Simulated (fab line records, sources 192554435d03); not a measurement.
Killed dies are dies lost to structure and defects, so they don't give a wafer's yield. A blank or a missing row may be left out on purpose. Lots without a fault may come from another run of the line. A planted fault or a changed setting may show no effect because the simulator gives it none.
Problem report in the 8D (eight disciplines) form, filled by code | flow n5_finfet | the parts of the form that need people (team, actions taken, sign-off) are left out

1. THE PROBLEM
killed_on_rim at N5_PASSIVATION_PROBE_49 reads a mean of 31 on 1 wafer of 1 lot; wafers without a fault read 13 with a standard deviation of 3.5. That is +5.1 standard deviations from the usual mean.
First seen on wafer L858.6, day 15 07:32, on prober-02. The record holds 3 wafers of 1 lot with a number at this step. Rule for "out", or "out of limits": more than 4 standard deviations from the usual mean. The other wafers with a number count as sound.

2. WHAT IT IS AND WHAT IT IS NOT
question                    | is                                | is not
which readings at this step | killed_on_rim, killed_at_M0_to_M3 | defect_limited_yield, killed_at_M4_up, killed_at_contacts, killed_at_front_end, killed_at_other, killed_dies, killed_open, killed_short, sort_bin_4_leakage, sort_bin_6_memory, sort_n_pass, sort_yield_pct
which lots                  | L858                              | -
which wafers of those lots  | L858.6                            | L858.3, L858.4
read on which tools         | prober-02                         | -
when                        | from day 15 07:32                 | up to then (2 sound wafers)

3. SUSPECTS, AND WHAT RULES EACH OUT
Counting: a tool at a process step up to the reading stays a suspect if it ran every lot that is out. Sound lots after the first of them don't rule it out here, since some wafers of a struck lot are sound.
- wet_bench-06 at N5_BEOL_M0_HM_STRIP_129 (strips TiN in peroxide tin strip, target depth 17 nm, time 108 s): kept. It ran the lot that is out, L858 (day 8 14:12).
- rie_diel-04 at N5_MIM_TOP_LITHO_DESCUM_10 (chemistry O2, time 7.9 s): kept. It ran the lot that is out, L858 (day 14 20:19).
- rie_diel-05 at N5_MIM_BOT_ETCH_ETCH_04 (etches SiNx in CF4/O2, target depth 26 nm, time 13 s): kept. It ran the lot that is out, L858 (day 14 21:21).
- rie_diel-01 at N5_PASSIVATION_ETCH_15 (etches SiCN in CF4/N2, target depth 75 nm, time 81.2 s): kept. It ran the lot that is out, L858 (day 15 07:23). N5_PASSIVATION_ETCH_15 gives no start for some lots, so the hours and the order of its lots are those of N5_PASSIVATION_PROBE_49.
- prober-02 at N5_PASSIVATION_PROBE_49: kept. It ran the lot that is out, L858 (day 15 07:23). Its own readings are out on those wafers: killed_at_M0_to_M3, killed_on_rim.
- Within rie_diel-05 at N5_MIM_BOT_ETCH_ETCH_04: the wafers that are out ran in chamber 1; their sound lot-mates ran in chambers 0, 2.
Left after counting: wet_bench-06 at N5_BEOL_M0_HM_STRIP_129, rie_diel-04 at N5_MIM_TOP_LITHO_DESCUM_10, rie_diel-05 at N5_MIM_BOT_ETCH_ETCH_04, rie_diel-01 at N5_PASSIVATION_ETCH_15, prober-02 at N5_PASSIVATION_PROBE_49.

4. THE CAUSE (what the simulator had put in)
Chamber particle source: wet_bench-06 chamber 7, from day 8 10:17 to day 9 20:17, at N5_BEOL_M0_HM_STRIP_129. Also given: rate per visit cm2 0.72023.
Counting left 5 suspects, and this tool is among them.

5. THE CHAIN OF EFFECTS, in route order
Each row: a reading whose mean over the struck wafers that have a number lies more than 3 standard deviations from the usual. Only readings for which the record gives a usual standard deviation are gone through. hours: the time from each lot's start at the first step in this table that gives one to its start at this step, as a median over the lots. sigmas: the change in usual standard deviations.
hours | step                    | reading            | usual | on struck wafers | change | sigmas
0     | N5_PASSIVATION_PROBE_49 | killed_at_M0_to_M3 | 36    | 89               | +53    | +4.8
0     | N5_PASSIVATION_PROBE_49 | killed_on_rim      | 13    | 31               | +18    | +5.1
The process steps in it:
- N5_PASSIVATION_PROBE_49

6. WHAT WOULD HAVE CAUGHT IT SOONER
In this record the first reading out of limits was taken at day 15 07:32, 165 hours after the fault began at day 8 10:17.
All the lots that are out (1) had begun N5_BEOL_M0_HM_STRIP_129 on wet_bench-06 by day 15 07:32. A hold on the tool at that time would have spared none of them.
